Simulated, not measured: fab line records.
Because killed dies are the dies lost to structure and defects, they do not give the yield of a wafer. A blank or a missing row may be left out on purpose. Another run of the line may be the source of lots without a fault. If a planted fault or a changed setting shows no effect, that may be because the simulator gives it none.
Matching of chambers	flow nand_harc	3 sister chambers for NHARC_A_CONTACT_DEP_85 on pecvd-04
The step deposits SiON, target thk 60 nm. 3 wafers are shown with their chamber, then 7 later ones without.

== WAFERS PAIRED WITH THEIR CHAMBERS ==
wafer	chamber	heater_power_w (W)
L080.5	2	920
L086.3	0	883
L086.4	1	864

== WAFERS WITHOUT THEIR CHAMBER ==
wafer	heater_power_w (W)
L086.5	891
L088.1	971
L088.4	918
L088.5	722
L090.1	813
L090.5	747
L090.6	902

== CHAMBER TAKEN BY EACH ==
wafer	from the rows above	in truth
L086.5	can't be placed: 0 or 1 or 2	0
L088.1	can't be placed: 2 or 0 or 1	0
L088.4	can't be placed: 2 or 0 or 1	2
L088.5	can't be placed: 1 or 0 or 2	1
L090.1	can't be placed: 1 or 0 or 2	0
L090.5	can't be placed: 1 or 0 or 2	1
L090.6	can't be placed: 2 or 0 or 1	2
0 of 7 placed correctly. Can't be placed from these rows: 7 (the true chamber is among the candidates in 7). Wrongly placed: 0.
How it was worked out, from the rows above alone: a wafer's distance from a chamber is the root of the sum, over the readings, of the square of ((its reading less the chamber's mean) divided by the reading's scatter). The wafer belongs to the nearest chamber; if the next one is less than 2 further off, it can't be placed. A chamber's mean is the mean of its shown wafers. The scatter: with one shown wafer a chamber, the root of the mean of the squares of how far each hidden wafer lies from its nearest shown one.
